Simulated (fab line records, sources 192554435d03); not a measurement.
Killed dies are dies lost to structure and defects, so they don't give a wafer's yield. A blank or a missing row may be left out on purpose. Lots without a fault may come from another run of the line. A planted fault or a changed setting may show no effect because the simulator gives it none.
Chamber matching | flow n5_finfet | N5_BEOL_M4_ETCH_64 on rie_diel-04: 4 sister chambers
The step etches SOC in N2/H2, target depth 75 nm, overetch 22.5 nm, time 121.9 s. 16 wafers are shown with their chamber, then 8 later ones without.

WAFERS WITH THEIR CHAMBER
wafer  | chamber | drypump_motor_current_A (A) | throttle_valve_pct (%) | oes_product_au (a.u.)
L074.1 | 2       | 5.9                         | 17.71                  | 0.51
L074.3 | 3       | 6.0                         | 18.20                  | 0.54
L074.5 | 0       | 5.6                         | 17.77                  | 0.73
L079.2 | 1       | 6.4                         | 17.98                  | 0.67
L079.3 | 3       | 6.0                         | 18.19                  | 0.53
L079.5 | 3       | 5.9                         | 18.21                  | 0.53
L083.3 | 1       | 6.4                         | 17.99                  | 0.66
L083.4 | 3       | 6.0                         | 18.22                  | 0.53
L083.6 | 1       | 6.4                         | 18.00                  | 0.66
L084.1 | 1       | 6.4                         | 17.99                  | 0.66
L084.5 | 3       | 5.9                         | 18.21                  | 0.53
L084.6 | 1       | 6.4                         | 17.98                  | 0.65
L085.1 | 1       | 6.4                         | 18.01                  | 0.65
L085.4 | 3       | 6.0                         | 18.22                  | 0.52
L085.6 | 2       | 5.9                         | 17.28                  | 0.74
L093.1 | 2       | 5.9                         | 17.30                  | 0.69

SIGNATURES (means of the wafers above)
reading                 | chamber 0 | chamber 1 | chamber 2 | chamber 3 | scatter within a chamber
drypump_motor_current_A | 5.600     | 6.400     | 5.900     | 5.967     | 0.0333
throttle_valve_pct      | 17.7700   | 17.9917   | 17.4300   | 18.2083   | 0.0997
oes_product_au          | 0.7300    | 0.6583    | 0.6467    | 0.5300    | 0.0498
Rule: a wafer's distance from a chamber is the root of the sum, over the readings, of the square of ((its reading less the chamber's mean) divided by the reading's scatter). The wafer belongs to the nearest chamber; if the next one is less than 2 further off, it can't be placed. The scatter: the root of (the sum of the squares of (reading less its chamber's mean) over the shown wafers, divided by (wafers less chambers)).

WAFERS WITHOUT THEIR CHAMBER
wafer  | drypump_motor_current_A (A) | throttle_valve_pct (%) | oes_product_au (a.u.)
L093.4 | 6.4                         | 18.04                  | 0.63
L093.5 | 5.9                         | 17.74                  | 0.75
L094.4 | 6.0                         | 17.76                  | 0.75
L094.5 | 5.7                         | 17.85                  | 0.67
L094.6 | 6.4                         | 18.04                  | 0.63
L095.1 | 5.9                         | 17.30                  | 0.70
L095.3 | 6.0                         | 17.75                  | 0.75
L095.6 | 5.9                         | 17.31                  | 0.70

WHICH CHAMBER EACH WENT THROUGH
wafer  | from the rows above     | in truth
L093.4 | 1                       | 1
L093.5 | 2                       | 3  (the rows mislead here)
L094.4 | can't be placed: 2 or 3 | 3
L094.5 | 0                       | 0
L094.6 | 1                       | 1
L095.1 | 2                       | 2
L095.3 | can't be placed: 2 or 3 | 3
L095.6 | 2                       | 2
Placed correctly: 5 of 8. Can't be placed from these rows: 2 (the true chamber is among the candidates in 2). Placed wrongly: 1.
